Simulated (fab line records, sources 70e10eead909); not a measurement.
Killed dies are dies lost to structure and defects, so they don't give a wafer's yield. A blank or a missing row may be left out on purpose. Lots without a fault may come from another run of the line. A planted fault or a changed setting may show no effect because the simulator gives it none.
Chamber matching | flow nand_harc | NHARC_A_STAIRCASE_CMP_450 on cmp-01: 4 sister chambers
The step polishes SiO2, target thk 200 nm. 8 wafers are shown with their chamber, then 11 later ones without.

WAFERS WITH THEIR CHAMBER
wafer  | chamber | motor_current_A (A)
L083.2 | 0       | 14.9
L089.1 | 2       | 12.8
L089.4 | 0       | 14.7
L089.5 | 2       | 13.0
L085.1 | 3       | 11.0
L085.3 | 1       | 12.1
L085.6 | 3       | 10.3
L092.2 | 1       | 12.2

WAFERS WITHOUT THEIR CHAMBER
wafer  | motor_current_A (A)
L092.3 | 11.2
L092.6 | 14.8
L094.4 | 11.8
L094.5 | 13.7
L094.6 | 11.3
L095.2 | 13.1
L095.5 | 13.1
L095.6 | 12.0
L097.3 | 11.8
L097.4 | 14.6
L097.6 | 14.4

WHICH CHAMBER EACH WENT THROUGH
wafer  | from the rows above     | in truth
L092.3 | can't be placed: 3 or 1 | 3
L092.6 | 0                       | 0
L094.4 | 1                       | 1
L094.5 | can't be placed: 2 or 0 | 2
L094.6 | can't be placed: 3 or 1 | 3
L095.2 | 2                       | 2
L095.5 | 2                       | 2
L095.6 | 1                       | 1
L097.3 | 1                       | 1
L097.4 | 0                       | 0
L097.6 | 0                       | 0
Placed correctly: 8 of 11. Can't be placed from these rows: 3 (the true chamber is among the candidates in 3). Placed wrongly: 0.
How it was worked out, from the rows above alone: a wafer's distance from a chamber is the root of the sum, over the readings, of the square of ((its reading less the chamber's mean) divided by the reading's scatter). The wafer belongs to the nearest chamber; if the next one is less than 2 further off, it can't be placed. A chamber's mean is the mean of its shown wafers. The scatter: the root of (the sum of the squares of (reading less its chamber's mean) over the shown wafers, divided by (wafers less chambers)).
